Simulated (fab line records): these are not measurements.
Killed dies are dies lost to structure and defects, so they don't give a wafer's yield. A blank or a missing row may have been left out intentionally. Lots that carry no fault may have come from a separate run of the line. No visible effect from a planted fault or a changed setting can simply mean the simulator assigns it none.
Struck lot and sound lot, side by side | flow nand_harc | 15 steps out of a route of 1302
Sound: these wafers, L159.3, L159.5, L159.6. The struck wafers were L157.1, L157.3, L157.6. Last of all comes the cause.
For every step that has rows: the tool of each side, followed by ch and its chambers, followed by its first start. Under that, the readings that differ: sound wafers | struck wafers | difference of the means | sigmas: that difference in standard deviations of wafers without a fault.
alike: readings whose means differ by less than 2 such deviations, and words and numbers that are the same on both sides. not compared: withheld readings, readings that some wafer has no value for, bounds like >300 that may hide the same value, and numbers for which the record gives no deviation and whose values overlap.
Wherever a step has rows on one side only, a row that says differs or no value, or a row with sigmas, the two part there. Numbers that don't overlap but have no deviation are shown without sigmas and don't part them. A reading missing from all wafers of one side parts the sides only when that side holds two or more wafers.

NHARC_A_CHANNEL_HOLE_D1_ETCH_19: etches the open film in C4F8/O2/Ar, time 34.5 s.
  sound on har_etch-01 ch 0,1, day 12 22:34; struck on har_etch-01 ch 0,1, day 12 01:01
  alike: drypump_motor_current_A, he_backside_leak_sccm, mfc_ar_sccm, rf_fwd_power_W, run_length_s, showerhead_plenum_p_Torr, throttle_valve_pct
  not compared: rf_hours_counter_h
NHARC_A_CHANNEL_HOLE_D1_ETCH_20: etches the open film in C4F8/O2/Ar, time 361.9 s, target depth 1600 nm.
  sound on har_etch-01 ch 0,1, day 12 22:46; struck on har_etch-01 ch 0,1, day 12 01:10
  alike: drypump_motor_current_A, he_backside_leak_sccm, mfc_ar_sccm, run_length_s, showerhead_plenum_p_Torr, throttle_valve_pct
  not compared: rf_hours_counter_h
NHARC_A_CHANNEL_HOLE_D1_ETCH_21: etches the open film in C4F8/O2/Ar, time 514.3 s, target depth 1600 nm.
  sound on har_etch-01 ch 0,1, day 12 23:09; struck on har_etch-01 ch 0,1, day 12 01:30
  alike: drypump_motor_current_A, he_backside_leak_sccm, mfc_ar_sccm, run_length_s, showerhead_plenum_p_Torr, throttle_valve_pct
  not compared: rf_hours_counter_h
then, 1 step without rows for these wafers: NHARC_A_CHANNEL_HOLE_D1_ETCH_22 (etches the open film in C4F8/O2/Ar, time 666.7 s, target depth 1600 nm).
NHARC_A_CHANNEL_HOLE_D1_ETCH_23: etches the open film in C4F8/O2/Ar, time 819 s, target depth 1600 nm.
  sound on har_etch-01 ch 0,1, day 13 00:17; struck on har_etch-01 ch 0,1, day 12 02:33
  alike: drypump_motor_current_A, he_backside_leak_sccm, mfc_ar_sccm, run_length_s, showerhead_plenum_p_Torr, throttle_valve_pct
  not compared: rf_hours_counter_h
then, 7 steps without rows for these wafers: NHARC_A_CHANNEL_HOLE_D1_ETCH_24 (etches the open film in C4F8/O2/Ar, time 906.2 s, target depth 1500 nm); NHARC_A_CHANNEL_HOLE_D1_ETCH_25 (etches the open film in C4F8/O2/Ar, time 1040.2 s, target depth 1500 nm); NHARC_A_CHANNEL_HOLE_D1_ETCH_26 (etches the open film in C4F8/O2/Ar, time 224.1 s, target depth 300 nm); NHARC_A_CHANNEL_HOLE_D1_ETCH_33 (etches the open film in C4F8/O2/Ar, time 90 s, target depth 400 nm); NHARC_A_CHANNEL_HOLE_D1_STRIP_41 (strips in N2/H2); NHARC_A_CHANNEL_HOLE_D1_STRIP_42 (strips in CF4/CHF3); NHARC_A_CHANNEL_HOLE_D1_STRIP_43 (strips in O2/COS).
NHARC_A_CHANNEL_HOLE_D1_ETCH_44: etches the open film in CF4/O2, target depth 140 nm, overetch 14 nm, time 77 s.
  sound on rie_diel-03 ch 0,3, day 13 03:14; struck on rie_diel-13 ch 0,1,2, day 12 05:44
  reading            | sound             | struck         | difference                    | sigmas
  rf_fwd_power_W (W) | 298.4 298.3 295.6 | - - -          | no value on the struck wafers |
  run_length_s (s)   | 98.4 97.9 98.9    | 87.1 87.1 86.5 | -11.5                         | -21
  alike: drypump_motor_current_A, mfc_ar_sccm, oes_product_au, rf_vpp_V, showerhead_plenum_p_Torr, throttle_valve_pct
  not compared: rf_hours_counter_h
NHARC_A_CHANNEL_HOLE_D1_STRIP_27: strips in O2.
  sound: rie_diel-03 ch 1,2,3; struck: rie_diel-13 ch 0,2
  alike: drypump_motor_current_A, mfc_ar_sccm, oes_product_au, rf_vpp_V, showerhead_plenum_p_Torr, throttle_valve_pct
  not compared: rf_hours_counter_h
-- jump in the record: it breaks off in module A_CHANNEL_HOLE_D1 and resumes in module END (first step shown: number 1302 of the route), and 16 days separate the struck wafers' starts before and after --
NHARC_END_SORT_01:
  only the struck wafers appear in the record here, on prober-02 ch 0 at day 28 01:36; the sound ones have no rows

WHERE THEY PART
First at NHARC_A_CHANNEL_HOLE_D1_ETCH_44; last, within this record, at NHARC_END_SORT_01.

WHY: what the simulator had put in
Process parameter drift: rie_diel-13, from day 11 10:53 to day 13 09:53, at NHARC_A_CHANNEL_HOLE_D1_ETCH_44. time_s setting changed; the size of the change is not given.
